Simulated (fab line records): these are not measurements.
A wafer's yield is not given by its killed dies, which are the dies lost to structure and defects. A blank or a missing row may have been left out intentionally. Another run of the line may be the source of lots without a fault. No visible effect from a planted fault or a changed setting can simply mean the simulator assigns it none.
fab line records -- flow nandHarc
[record] lots = 6, wafers = 18, lastDay = 32
route steps=1302 shown A_ONON_D2@550 END@1302
lots that met no fault: taken from a fault-free run of the same line
startH: hours from the record's first day to the start of the lot's first wafer shown -- waitH: how many hours have passed since the lot's step before this one -- " unchanged from the row above -- L1.1+2: a single row standing in for several wafers -- - no value, or no start was given -- * or withheld: withheld -- < > ~ a bound
route shown NAME@n: NAME is a module with steps in the file, n the number in the route of the first one -- usual: mean and standard deviation over wafers with no fault -- same: alike in all rows -- chamber/n: place in a boat -- sites: the reading at each site -- _std_site: the standard deviation of these -- _edge_site: inner sites' mean taken away from outer sites' mean -- radiusMm: for every site, how far away it sits from the centre of the wafer -- mask NAME#n: copy n -- behind: the most recent tool/chamber to have shaped the wafer -- hold: why the lot was held/for how many hours/how that ended -- device: the n, p or np transistor that did not switch -- end of line: the tests these same wafers got at the end of their route -- a step given without rows: its recipe and nothing more -- killed: count of dies lost to structure and defects at first sort (not the wafer's yield) -- map: dies across one wafer; x = killed, . = not, _ = none there
set.NAME: the setting as run; set.NAME@STEP: as run at that earlier step -- model.NAME: the simulator's own value behind a step, which no gauge read
lots at selected steps of the route; one table per step, one row per wafer
services: a tool's chamber out of use, with start hour (startH, from the record's first day; less than 0 if before it), hours out, and reason
[[steps]]
[step NHARC_A_ONON_D2_THK_MEAS_08]
[recipe] thkMeasGauge = ellipsometry
[usual] thkNm = 1001/9.5
lot.wafer,tool,chamber,startH,waitH,thkNm
L203.1,filmMetro-01,-,293.36,-,1005
L203.4,filmMetro-01,-,293.36,-,1005
L203.5,filmMetro-01,-,293.36,-,1005
L204.1,filmMetro-01,-,303.35,-,995
L204.3,filmMetro-01,-,303.35,-,994
L204.4,filmMetro-01,-,303.35,-,994
L208.2,filmMetro-02,-,343.42,-,983
L208.4,filmMetro-02,-,343.42,-,982
L208.5,filmMetro-02,-,343.42,-,983
L211.3,filmMetro-01,-,376.65,-,1010
L211.5,filmMetro-01,-,376.65,-,1011
L211.6,filmMetro-01,-,376.65,-,1010
L215.4,filmMetro-01,-,430.49,-,999
L215.5,filmMetro-01,-,430.49,-,1000
L215.6,filmMetro-01,-,430.49,-,999
L222.2,filmMetro-02,-,477.59,-,997
L222.3,filmMetro-02,-,477.59,-,998
L222.6,filmMetro-02,-,477.59,-,999
[step NHARC_A_ONON_D2_DEP_09]
[recipe] targetThkA = 10000, n2FlowSccm = 2750, n2oFlowSccm = 2000, nh3FlowSccm = 500, sih4FlowSccm = 210, tempC = 400
[step NHARC_A_ONON_D2_THK_MEAS_11]
[recipe] thkMeasGauge = ellipsometry
[usual] thkNm = 997/9.9
lot.wafer,tool,chamber,startH,waitH,thkNm
L203.1,filmMetro-02,-,293.93,-,978
L203.4,filmMetro-02,-,293.93,-,979
L203.5,filmMetro-02,-,293.93,-,978
L204.1,filmMetro-02,-,303.92,-,1011
L204.3,filmMetro-02,-,303.92,-,1009
L204.4,filmMetro-02,-,303.92,-,1011
L208.2,filmMetro-02,-,343.99,-,998
L208.4,filmMetro-02,-,343.99,-,997
L208.5,filmMetro-02,-,343.99,-,996
L211.3,filmMetro-01,-,377.22,-,996
L211.5,filmMetro-01,-,377.22,-,997
L211.6,filmMetro-01,-,377.22,-,998
L215.4,filmMetro-01,-,431.05,-,994
L215.5,filmMetro-01,-,431.05,-,994
L215.6,filmMetro-01,-,431.05,-,993
L222.2,filmMetro-01,-,478.15,-,1002
L222.3,filmMetro-01,-,478.15,-,1002
L222.6,filmMetro-01,-,478.15,-,1002
[step NHARC_A_ONON_D2_DEP_12]
[recipe] targetThkA = 10000, n2FlowSccm = 2750, n2oFlowSccm = 2000, nh3FlowSccm = 500, sih4FlowSccm = 210, tempC = 400
[step NHARC_A_ONON_D2_THK_MEAS_14]
[recipe] thkMeasGauge = ellipsometry
[usual] thkNm = 997/12
lot.wafer,tool,chamber,startH,waitH,thkNm
L203.1,filmMetro-01,-,294.50,-,975
L203.4,filmMetro-01,-,294.50,-,977
L203.5,filmMetro-01,-,294.50,-,975
L204.1,filmMetro-01,-,304.49,-,988
L204.3,filmMetro-01,-,304.49,-,987
L204.4,filmMetro-01,-,304.49,-,987
L208.2,filmMetro-02,-,344.56,-,982
L208.4,filmMetro-02,-,344.56,-,981
L208.5,filmMetro-02,-,344.56,-,980
L211.3,filmMetro-01,-,377.79,-,1007
L211.5,filmMetro-01,-,377.79,-,1006
L211.6,filmMetro-01,-,377.79,-,1006
L215.4,filmMetro-01,-,431.62,-,996
L215.5,filmMetro-01,-,431.62,-,994
L215.6,filmMetro-01,-,431.62,-,995
L222.2,filmMetro-01,-,478.72,-,1009
L222.3,filmMetro-01,-,478.72,-,1008
L222.6,filmMetro-01,-,478.72,-,1009
[step NHARC_A_ONON_D2_ANNEAL_15]
[recipe] tempC = 750, timeS = 3600
[step NHARC_A_ONON_D2_DEP_16]
[recipe] targetThkA = 10000, n2FlowSccm = 2750, n2oFlowSccm = 2000, nh3FlowSccm = 500, sih4FlowSccm = 210, tempC = 400
[step NHARC_A_ONON_D2_THK_MEAS_18]
[recipe] thkMeasGauge = ellipsometry
[usual] thkNm = 1000/11
lot.wafer,tool,chamber,startH,waitH,thkNm
L203.1,filmMetro-02,-,301.86,-,1004
L203.4,filmMetro-02,-,301.86,-,1005
L203.5,filmMetro-02,-,301.86,-,1006
L204.1,filmMetro-02,-,312.32,-,1001
L204.3,filmMetro-02,-,312.32,-,1000
L204.4,filmMetro-02,-,312.32,-,1002
L208.2,filmMetro-02,-,351.92,-,996
L208.4,filmMetro-02,-,351.92,-,996
L208.5,filmMetro-02,-,351.92,-,996
L211.3,filmMetro-01,-,385.78,-,1002
L211.5,filmMetro-01,-,385.78,-,1001
L211.6,filmMetro-01,-,385.78,-,1000
L215.4,filmMetro-02,-,439.37,-,1014
L215.5,filmMetro-02,-,439.37,-,1012
L215.6,filmMetro-02,-,439.37,-,1015
L222.2,filmMetro-01,-,487.03,-,986
L222.3,filmMetro-01,-,487.03,-,985
L222.6,filmMetro-01,-,487.03,-,986
[step NHARC_A_ONON_D2_DEP_19]
[recipe] targetThkA = 10000, n2FlowSccm = 2750, n2oFlowSccm = 2000, nh3FlowSccm = 500, sih4FlowSccm = 210, tempC = 400
[step NHARC_A_ONON_D2_THK_MEAS_21]
[recipe] thkMeasGauge = ellipsometry
[usual] thkNm = 1002/6.8
lot.wafer,tool,chamber,startH,waitH,thkNm
L203.1,filmMetro-02,-,302.43,-,994
L203.4,filmMetro-02,-,302.43,-,993
L203.5,filmMetro-02,-,302.43,-,993
L204.1,filmMetro-02,-,312.89,-,998
L204.3,filmMetro-02,-,312.89,-,998
L204.4,filmMetro-02,-,312.89,-,998
L208.2,filmMetro-01,-,352.48,-,998
L208.4,filmMetro-01,-,352.48,-,998
L208.5,filmMetro-01,-,352.48,-,1000
L211.3,filmMetro-01,-,386.35,-,1006
L211.5,filmMetro-01,-,386.35,-,1006
L211.6,filmMetro-01,-,386.35,-,1007
L215.4,filmMetro-01,-,439.94,-,994
L215.5,filmMetro-01,-,439.94,-,994
L215.6,filmMetro-01,-,439.94,-,996
L222.2,filmMetro-02,-,487.60,-,1000
L222.3,filmMetro-02,-,487.60,-,1001
L222.6,filmMetro-02,-,487.60,-,1001
[step NHARC_A_ONON_D2_DEP_22]
[recipe] targetThkA = 10000, n2FlowSccm = 2750, n2oFlowSccm = 2000, nh3FlowSccm = 500, sih4FlowSccm = 210, tempC = 400
[step NHARC_A_ONON_D2_THK_MEAS_24]
[recipe] thkMeasGauge = ellipsometry
[usual] thkNm = 1002/9.5
lot.wafer,tool,chamber,startH,waitH,thkNm
L203.1,filmMetro-02,-,303.00,-,993
L203.4,filmMetro-02,-,303.00,-,993
L203.5,filmMetro-02,-,303.00,-,994
L204.1,filmMetro-01,-,313.45,-,981
L204.3,filmMetro-01,-,313.45,-,980
L204.4,filmMetro-01,-,313.45,-,981
L208.2,filmMetro-02,-,353.05,-,1007
L208.4,filmMetro-02,-,353.05,-,1008
L208.5,filmMetro-02,-,353.05,-,1009
L211.3,filmMetro-01,-,386.91,-,1007
L211.5,filmMetro-01,-,386.91,-,1006
L211.6,filmMetro-01,-,386.91,-,1006
L215.4,filmMetro-02,-,440.51,-,1005
L215.5,filmMetro-02,-,440.51,-,1003
L215.6,filmMetro-02,-,440.51,-,1003
L222.2,filmMetro-01,-,488.16,-,996
L222.3,filmMetro-01,-,488.16,-,995
L222.6,filmMetro-01,-,488.16,-,995
[step NHARC_A_ONON_D2_DEP_25]
[recipe] targetThkA = 10000, n2FlowSccm = 2750, n2oFlowSccm = 2000, nh3FlowSccm = 500, sih4FlowSccm = 210, tempC = 400
[usual] n2oFlowSccm = 1999/5.5
lot.wafer,tool,chamber,startH,waitH,n2oFlowSccm
L203.1,pecvdOnon-04,0,303.05,0.1,1994
L203.4,pecvdOnon-04,0,303.05,0.1,2000
L203.5,pecvdOnon-04,0,303.05,0.1,1990
L204.1,pecvdOnon-01,0,313.51,0.1,1988
L204.3,pecvdOnon-01,0,313.51,0.1,1994
L204.4,pecvdOnon-01,0,313.51,0.1,1993
L208.2,pecvdOnon-04,0,353.16,0.1,2000
L208.4,pecvdOnon-04,0,353.16,0.1,2007
L208.5,pecvdOnon-04,0,353.16,0.1,1998
L211.3,pecvdOnon-04,0,387.08,0.2,1994
L211.5,pecvdOnon-04,0,387.08,0.2,1997
L211.6,pecvdOnon-04,0,387.08,0.2,1992
L215.4,pecvdOnon-02,0,440.74,0.2,1999
L215.5,pecvdOnon-02,0,440.74,0.2,2007
L215.6,pecvdOnon-02,0,440.74,0.2,2001
L222.2,pecvdOnon-02,0,488.28,0.1,2002
L222.3,pecvdOnon-02,0,488.28,0.1,1998
L222.6,pecvdOnon-02,0,488.28,0.1,2006
[step NHARC_A_ONON_D2_THK_MEAS_27]
[recipe] thkMeasGauge = ellipsometry
[usual] thkNm = 1003/9.4
lot.wafer,tool,chamber,startH,waitH,thkNm
L203.1,filmMetro-01,-,303.56,-,1002
L203.4,filmMetro-01,-,303.56,-,1001
L203.5,filmMetro-01,-,303.56,-,1001
L204.1,filmMetro-01,-,314.01,-,1015
L204.3,filmMetro-01,-,314.01,-,1017
L204.4,filmMetro-01,-,314.01,-,1016
L208.2,filmMetro-01,-,353.61,-,1427
L208.4,filmMetro-01,-,353.61,-,1426
L208.5,filmMetro-01,-,353.61,-,1426
L211.3,filmMetro-01,-,387.48,-,1419
L211.5,filmMetro-01,-,387.48,-,1418
L211.6,filmMetro-01,-,387.48,-,1418
L215.4,filmMetro-01,-,441.08,-,1013
L215.5,filmMetro-01,-,441.08,-,1011
L215.6,filmMetro-01,-,441.08,-,1011
L222.2,filmMetro-02,-,488.73,-,1021
L222.3,filmMetro-02,-,488.73,-,1021
L222.6,filmMetro-02,-,488.73,-,1023
[step NHARC_A_ONON_D2_DEP_28]
[recipe] targetThkA = 10000, n2FlowSccm = 2750, n2oFlowSccm = 2000, nh3FlowSccm = 500, sih4FlowSccm = 210, tempC = 400
[step NHARC_END_SORT_01]
[recipe] tempC = 25
[usual] killedAtArray = 58/15, killedAtOther = 0.8/1.2, killedAtPeriphery = 3.5/2.5, killedDies = 62/15, killedOpen = 3.2/1.7, killedShort = 2.4/1.5
[same] grossDies = 677
lot.wafer,tool,chamber,startH,waitH,killedAtArray,killedAtOther,killedAtPeriphery,killedDies,killedOpen,killedShort
L208.2,prober-02,0,644.93,2.8,671,2,4,677,3,5
L208.4,prober-02,0,646.54,3.4,672,0,5,677,3,2
L208.5,prober-02,0,647.34,3.7,669,0,8,677,3,3
L211.3,prober-01,0,656.64,3.1,670,0,7,677,2,1
L211.5,prober-01,0,658.24,3.7,672,0,5,677,3,1
L211.6,prober-01,0,659.04,4.0,668,1,8,677,5,3
// killed by level:class
L208.2 A_ONON_D2:areaDep=607 A_CHANNEL_HOLE_D2:chamberFilmFlake=32 A_CONTACT:chamberFilmFlake=9 A_STAIRCASE:chamberFilmFlake=8 A_SLIT:chamberFilmFlake=3 P_ZERO_WELL:chamberFilmFlake=2 A_CHANNEL_FILL_D2:chamberFilmFlake=2 THIN_TSV:chamberFilmFlake=2
L208.4 A_ONON_D2:areaDep=618 A_CHANNEL_HOLE_D2:chamberFilmFlake=32 A_CONTACT:chamberFilmFlake=8 A_STAIRCASE:chamberFilmFlake=6 P_ZERO_WELL:chamberFilmFlake=3 A_SLIT:chamberFilmFlake=3 P_M0:geometricParticle:open=2 A_CHANNEL_HOLE_D1:chamberFilmFlake=2
L208.5 A_ONON_D2:areaDep=611 A_CHANNEL_HOLE_D2:chamberFilmFlake=31 A_STAIRCASE:chamberFilmFlake=8 A_CHANNEL_HOLE_D1:chamberFilmFlake=5 P_ZERO_WELL:chamberFilmFlake=3 P_BONDPAD:chamberFilmFlake=3 A_CONTACT:chamberFilmFlake=3 A_M1:chamberFilmFlake=3
L211.3 A_ONON_D2:areaDep=642 A_CHANNEL_HOLE_D2:chamberFilmFlake=15 A_CHANNEL_HOLE_D1:chamberFilmFlake=4 P_GATE:chamberFilmFlake=3 P_STI:chamberFilmFlake=2 A_SLIT:chamberFilmFlake=2 A_CONTACT:chamberFilmFlake=2 P_M0:geometricParticle:open=1
L211.5 A_ONON_D2:areaDep=637 A_CHANNEL_HOLE_D2:chamberFilmFlake=20 A_CHANNEL_HOLE_D1:chamberFilmFlake=7 P_M0:geometricParticle:open=2 A_CHANNEL_FILL_D1:geometricParticle:short=1 A_BLC:geometricParticle:open=1 A_DECK1_JOINT:chamberFilmFlake=1 P_STI:chamberFilmFlake=1
L211.6 A_ONON_D2:areaDep=631 A_CHANNEL_HOLE_D2:chamberFilmFlake=19 A_CHANNEL_HOLE_D1:chamberFilmFlake=9 P_GATE:chamberFilmFlake=3 P_M0:geometricParticle:open=2 P_M0:geometricParticle:short=2 A_CONTACT:chamberFilmFlake=2 P_CONTACT:geometricParticle:open=1
// map L208.2 (x killed, . not)
____________x____________
_________xxxxxxx_________
_______xxxxxxxxxxx_______
______xxxxxxxxxxxxx______
_____xxxxxxxxxxxxxxx_____
____xxxxxxxxxxxxxxxxx____
____xxxxxxxxxxxxxxxxx____
___xxxxxxxxxxxxxxxxxxx___
___xxxxxxxxxxxxxxxxxxx___
__xxxxxxxxxxxxxxxxxxxxx__
__xxxxxxxxxxxxxxxxxxxxx__
_xxxxxxxxxxxxxxxxxxxxxxx_
_xxxxxxxxxxxxxxxxxxxxxxx_
_xxxxxxxxxxxxxxxxxxxxxxx_
_xxxxxxxxxxxxxxxxxxxxxxx_
_xxxxxxxxxxxxxxxxxxxxxxx_
xxxxxxxxxxxxxxxxxxxxxxxxx
xxxxxxxxxxxxxxxxxxxxxxxxx
xxxxxxxxxxxxxxxxxxxxxxxxx
xxxxxxxxxxxxxxxxxxxxxxxxx
xxxxxxxxxxxxxxxxxxxxxxxxx
_xxxxxxxxxxxxxxxxxxxxxxx_
_xxxxxxxxxxxxxxxxxxxxxxx_
_xxxxxxxxxxxxxxxxxxxxxxx_
_xxxxxxxxxxxxxxxxxxxxxxx_
_xxxxxxxxxxxxxxxxxxxxxxx_
__xxxxxxxxxxxxxxxxxxxxx__
__xxxxxxxxxxxxxxxxxxxxx__
___xxxxxxxxxxxxxxxxxxx___
___xxxxxxxxxxxxxxxxxxx___
____xxxxxxxxxxxxxxxxx____
____xxxxxxxxxxxxxxxxx____
_____xxxxxxxxxxxxxxx_____
______xxxxxxxxxxxxx______
_______xxxxxxxxxxx_______
_________xxxxxxx_________
____________x____________
// map L211.3 (x killed, . not)
____________x____________
_________xxxxxxx_________
_______xxxxxxxxxxx_______
______xxxxxxxxxxxxx______
_____xxxxxxxxxxxxxxx_____
____xxxxxxxxxxxxxxxxx____
____xxxxxxxxxxxxxxxxx____
___xxxxxxxxxxxxxxxxxxx___
___xxxxxxxxxxxxxxxxxxx___
__xxxxxxxxxxxxxxxxxxxxx__
__xxxxxxxxxxxxxxxxxxxxx__
_xxxxxxxxxxxxxxxxxxxxxxx_
_xxxxxxxxxxxxxxxxxxxxxxx_
_xxxxxxxxxxxxxxxxxxxxxxx_
_xxxxxxxxxxxxxxxxxxxxxxx_
_xxxxxxxxxxxxxxxxxxxxxxx_
xxxxxxxxxxxxxxxxxxxxxxxxx
xxxxxxxxxxxxxxxxxxxxxxxxx
xxxxxxxxxxxxxxxxxxxxxxxxx
xxxxxxxxxxxxxxxxxxxxxxxxx
xxxxxxxxxxxxxxxxxxxxxxxxx
_xxxxxxxxxxxxxxxxxxxxxxx_
_xxxxxxxxxxxxxxxxxxxxxxx_
_xxxxxxxxxxxxxxxxxxxxxxx_
_xxxxxxxxxxxxxxxxxxxxxxx_
_xxxxxxxxxxxxxxxxxxxxxxx_
__xxxxxxxxxxxxxxxxxxxxx__
__xxxxxxxxxxxxxxxxxxxxx__
___xxxxxxxxxxxxxxxxxxx___
___xxxxxxxxxxxxxxxxxxx___
____xxxxxxxxxxxxxxxxx____
____xxxxxxxxxxxxxxxxx____
_____xxxxxxxxxxxxxxx_____
______xxxxxxxxxxxxx______
_______xxxxxxxxxxx_______
_________xxxxxxx_________
____________x____________
[[services]]
tool,chamber,startH,hours,kind
pecvdOnon-04,-,311.33,13.0,pm
pecvdOnon-02,-,366.00,13.0,pm
pecvdOnon-01,-,450.37,13.0,pm
[[key]]
[firstSign] step = NHARC_A_ONON_D2_THK_MEAS_27, reading = thkNm, direction = up, sigmas = 44, usual = 1003, struck = 1422
[effect] step = NHARC_END_SORT_01, reading = killedDies, direction = up, sigmas = 42, usual = 62, struck = 677
[moreKillsBornAt] NHARC_A_ONON_D2_DEP_25@pecvdOnon-04 = 3746
metAt NHARC_A_ONON_D2_DEP_25
struckWafers L208.2,L208.4,L208.5,L211.3,L211.5,L211.6
laterRowsLeftOut L208.2,L208.4,L208.5,L211.3,L211.5,L211.6
testerLeftOut L208,L211
onsetBetween 303.05 353.16
[fault] kind = processParameterDrift, tool = pecvdOnon-04, chamber = 0, onsetH = 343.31, steps = NHARC_A_ONON_D2_DEP_25, channel = targetThkA, offset = *, shape = step, endH = 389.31, actsIn = *, stated = *
// testerLeftOut: of these lots the tester's yield and bins aren't shown, on N5 and GAA mostly nor the transistor test; their killed dies are dies lost to structure and defects alone, not to doping, threshold or leakage, so they don't give the yield
// laterRowsLeftOut: the simulator's readings of these wafers behind a module that went badly wrong aren't trusted and aren't shown, but for the sort
